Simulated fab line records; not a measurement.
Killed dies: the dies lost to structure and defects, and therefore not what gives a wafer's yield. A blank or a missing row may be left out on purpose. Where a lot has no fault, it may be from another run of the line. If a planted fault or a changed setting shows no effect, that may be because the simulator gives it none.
Chamber matching -- flow n5 finfet -- N5_BEOL_M5_CO_CAP_78 on cvd co-01: 3 sister chambers
The step material Co, precursor CCTBA/H2, target thk 2 nm, time 102.1 s. 3 wafers are shown with their chamber, then 12 later ones without.

## WAFERS WITH THEIR CHAMBER
wafer,chamber,heater power w (W)
L090.3,2,190
L089.4,0,261
L089.5,1,260

## WAFERS WHOSE CHAMBER IS MISSING
wafer,heater power w (W)
L091.2,257
L091.3,259
L091.6,260
L092.1,192
L092.2,259
L092.3,261
L094.1,183
L094.5,258
L094.6,188
L096.2,260
L096.4,190
L096.6,269

## WHICH CHAMBER EACH WENT THROUGH
wafer,from the rows above,in truth
L091.2,can't be placed: 1 or 0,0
L091.3,can't be placed: 1 or 0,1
L091.6,can't be placed: 1 or 0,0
L092.1,2,2
L092.2,can't be placed: 1 or 0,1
L092.3,can't be placed: 0 or 1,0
L094.1,2,2
L094.5,can't be placed: 1 or 0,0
L094.6,2,2
L096.2,can't be placed: 1 or 0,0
L096.4,2,2
L096.6,can't be placed: 0 or 1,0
Placed correctly: 4 of 12. From these rows, 8 cannot be placed; in 8 the true chamber is one of the candidates. Wrongly placed: 0.
How it was worked out, from the rows above alone: a wafer's distance from a chamber is the root of the sum, over the readings, of the square of ((its reading less the chamber's mean) divided by the reading's scatter). If the next closest chamber is less than 2 further off than the closest, the wafer can't be placed; otherwise it belongs to the closest. A chamber's mean is the mean of its shown wafers. The scatter: with one shown wafer a chamber, the root of the mean of the squares of how far each hidden wafer lies from its nearest shown one.
